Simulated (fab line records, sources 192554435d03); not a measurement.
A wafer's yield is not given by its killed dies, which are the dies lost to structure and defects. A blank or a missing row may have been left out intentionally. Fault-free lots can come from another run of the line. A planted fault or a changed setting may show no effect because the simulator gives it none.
Comparing a struck lot with a sound one | flow n5-finfet | 14 steps out of a route of 1938
Sound: wafers L224.1, L224.4, L224.5. Struck: wafers L228.2, L228.3, L228.4. Last of all comes the cause.
Order at every step that has rows: each side's tool, ch and its chambers, its first start. Under that, the readings that differ: sound wafers | struck wafers | difference of the means | sigmas: that difference in standard deviations of wafers without a fault.
alike: words and numbers the same on both sides, and readings whose means are apart by under 2 such deviations; not compared: readings that were withheld, readings missing a value for some wafer, numbers with overlapping values and no deviation given by the record, and bounds like >300 which may hide the same value.
The two part at a step that has a row with sigmas, a row that says differs or no value, or rows on one side only. When numbers do not overlap yet have no deviation, they are printed without sigmas and do not part them. A reading missing from all wafers of one side parts the sides only when that side holds two or more wafers.

N5_BEOL_M4_ILD_DEP_00: deposits SiOC from DEMS/O2, target thk 79 nm, time 15.3 s.
  sound on pecvd-04 ch 1,2, day 9 20:09; struck on pecvd-01 ch 0,1,2, day 11 08:26
  alike: heater-power-w, showerhead-plenum-p-Torr, throttle-valve-pct
N5_BEOL_M4_THK_MEAS_01:
  sound: film-metro-02 at day 9 20:13; struck: film-metro-02 at day 11 08:30
  alike: M4_ILD_THK
N5_BEOL_M4_PECVD_72: deposits SiO2 from TEOS/O2, target thk 16 nm, time 18 s.
  sound on pecvd-03 ch 1,2, day 9 20:15; struck on pecvd-03 ch 0,1,2, day 11 08:32
  alike: heater-power-w, showerhead-plenum-p-Torr, throttle-valve-pct
N5_BEOL_M4_HM_DEP_02: deposits TiN, target thk 20 nm.
  sound: pvd-sputter-02 at day 9 22:18; struck: pvd-sputter-01 at day 11 09:10
  alike: throttle-valve-pct
then, 8 steps without rows for these wafers: N5_BEOL_M4_COAT_61 (time 60 s, resist thk 60 nm); N5_BEOL_M4_COAT_62 (time 60 s, resist thk 12 nm); N5_BEOL_M4_COAT_73 (time 60 s, resist thk 5 nm); N5_BEOL_M4_COAT_05 (resist thk 30 nm); N5_BEOL_M4_EBR_07; N5_BEOL_M4_SOFTBAKE_06 (time 60 s); N5_BEOL_M4_EXPOSE_08 (exposes mask M4); N5_BEOL_M4_PEB_09 (peb time 60 s).
N5_BEOL_M4_DEVELOP_10: develop time 30 s.
  struck on litho-track-02, day 11 09:30; sound on litho-track-03 ch 0, day 9 22:38
  no value came back on the struck wafers for chill-plate-temp-C (C), develop-time-s (s), developer-temp-C (C), exhaust-pa (Pa); on the sound wafers chill-plate-temp-C (C) reads 22.94 23.10 22.97
  not compared: model.CAR-EUV_of_BEOL_M4_COAT_05.thk-nm
N5_BEOL_M4_CD_MEAS_11: the cd target is 16.79 nm.
  sound on cd-sem-03 ch 0, day 9 22:41; struck on cd-sem-01 ch 0, day 11 09:34
  reading    | sound             | struck | difference                    | sigmas
  cd-nm (nm) | 16.22 16.77 16.96 | - - -  | no value on the struck wafers |

== WHERE THEY PART ==
Earliest at N5_BEOL_M4_DEVELOP_10; latest, in this record, at N5_BEOL_M4_CD_MEAS_11.

WHY: the cause the simulator had injected
Entire step skipped (litho-track-02, N5_BEOL_M4_DEVELOP_10), from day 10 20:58 onward. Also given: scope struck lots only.
